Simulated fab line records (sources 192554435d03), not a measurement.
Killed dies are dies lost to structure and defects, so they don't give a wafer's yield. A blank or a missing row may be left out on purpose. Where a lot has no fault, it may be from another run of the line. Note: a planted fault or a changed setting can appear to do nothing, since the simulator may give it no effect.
Matching of chambers / flow n5_finfet / 4 sister chambers for N5_FIN_SAQP_ETCH_34 on rie_diel-01
The step etches SiO2 in C4F6/O2, target depth 45 nm, time 15 s. 4 wafers are shown with their chamber, then 10 later ones without.

== EACH WAFER AND ITS CHAMBER ==
wafer=L088.2; chamber=2; drypump_motor_current_A (A)=5.1
wafer=L088.6; chamber=1; drypump_motor_current_A (A)=5.2
wafer=L089.1; chamber=0; drypump_motor_current_A (A)=6.3
wafer=L089.4; chamber=3; drypump_motor_current_A (A)=5.8

== WAFERS WITHOUT THEIR CHAMBER ==
wafer=L089.6; drypump_motor_current_A (A)=5.1
wafer=L092.3; drypump_motor_current_A (A)=6.3
wafer=L092.5; drypump_motor_current_A (A)=5.2
wafer=L092.6; drypump_motor_current_A (A)=6.3
wafer=L093.1; drypump_motor_current_A (A)=5.7
wafer=L093.3; drypump_motor_current_A (A)=5.1
wafer=L093.5; drypump_motor_current_A (A)=5.7
wafer=L096.2; drypump_motor_current_A (A)=5.2
wafer=L096.3; drypump_motor_current_A (A)=5.7
wafer=L096.5; drypump_motor_current_A (A)=5.1

== WHICH CHAMBER EACH WENT THROUGH ==
wafer=L089.6; from the rows above=can't be placed: 2 or 1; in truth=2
wafer=L092.3; from the rows above=0; in truth=0
wafer=L092.5; from the rows above=can't be placed: 1 or 2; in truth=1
wafer=L092.6; from the rows above=0; in truth=0
wafer=L093.1; from the rows above=3; in truth=3
wafer=L093.3; from the rows above=can't be placed: 2 or 1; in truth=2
wafer=L093.5; from the rows above=3; in truth=3
wafer=L096.2; from the rows above=can't be placed: 1 or 2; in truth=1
wafer=L096.3; from the rows above=3; in truth=3
wafer=L096.5; from the rows above=can't be placed: 2 or 1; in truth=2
Correct placement for 5 of the 10. Not placeable from these rows: 5 (in 5, the candidates include the true chamber). Number placed wrongly: 0.
How it was worked out, from the rows above alone: a wafer's distance from a chamber is the root of the sum, over the readings, of the square of ((its reading less the chamber's mean) divided by the reading's scatter). The wafer belongs to the nearest chamber; if the next one is less than 2 further off, it can't be placed. For every chamber, the mean is computed from those of its wafers that are shown. The scatter: root of mean squared gap, hidden wafer to nearest shown wafer, with one shown wafer a chamber.
